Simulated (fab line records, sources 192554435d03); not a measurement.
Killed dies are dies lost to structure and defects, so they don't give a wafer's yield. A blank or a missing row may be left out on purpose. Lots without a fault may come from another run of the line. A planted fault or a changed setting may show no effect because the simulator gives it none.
Which tool did it? | flow n5_finfet | 7 lots, 21 wafers sampled, at 3 steps of a route of 1938

WHAT THE GAUGES READ, wafer by wafer
N5_BEOL_M2_THK_MEAS_01.
lot  | measured     | on            | M2_ILD_THK (nm)
L519 | day 7 05:00  | film_metro-02 | 78.4 80.3 78.7
L521 | day 7 18:22  | film_metro-02 | 78.9 78.2 80.1
L524 | day 8 16:49  | film_metro-01 | 78.6 79.6 78.5
L526 | day 9 07:08  | film_metro-01 | 78.0 77.3 79.8
L528 | day 9 15:13  | film_metro-02 | 77.0 81.4 79.0
L536 | day 12 02:45 | film_metro-02 | 78.6 77.2 79.9
L538 | day 12 06:50 | film_metro-02 | 79.0 78.1 77.1

WHICH TOOL RAN EACH LOT (tool, then ch and the chambers of the sampled wafers, then the start)
lot  | N5_BEOL_M1_ANNEAL_51             | N5_BEOL_M2_ILD_DEP_00
L519 | rtp_anneal-02 ch 0, day 7 04:03  | pecvd-02 ch 1,2, day 7 04:55
L521 | rtp_anneal-01 ch 0, day 7 17:28  | pecvd-03 ch 1,2, day 7 18:18
L524 | rtp_anneal-01 ch 0, day 8 15:50  | pecvd-02 ch 0,1,2, day 8 16:45
L526 | rtp_anneal-01 ch 0, day 9 06:09  | pecvd-03 ch 0,1,2, day 9 07:04
L528 | rtp_anneal-02 ch 0, day 9 14:07  | pecvd-03 ch 1,2, day 9 15:09
L536 | rtp_anneal-01 ch 0, day 12 01:46 | pecvd-03 ch 0,1,2, day 12 02:41
L538 | rtp_anneal-02 ch 0, day 12 05:32 | pecvd-02 ch 0,1,2, day 12 06:46
- N5_BEOL_M1_ANNEAL_51: time 90 s.
- N5_BEOL_M2_ILD_DEP_00: deposits SiOC from DEMS/O2, target thk 79 nm, time 15.3 s.

THE ANSWER, worked out from the rows above alone
Rule: what is usual is taken from the lots themselves. Put in order of their means at a reading, lots are off if they are a third of the lots or fewer, leave a main group of 4 or more, and stand apart from it by a gap of 3 or more times the standard deviation of the main group's means; of several such gaps the widest counts. A main group whose means are all the same, to the digits that the tables above print for the reading, isn't used. A lot without any number at a reading at which 4 lots or more have one is off too. The other lots that the step has rows for count as sound.
No lot is off at any reading shown: from this, nothing can be told.

WHAT THE SIMULATOR HAD PUT IN
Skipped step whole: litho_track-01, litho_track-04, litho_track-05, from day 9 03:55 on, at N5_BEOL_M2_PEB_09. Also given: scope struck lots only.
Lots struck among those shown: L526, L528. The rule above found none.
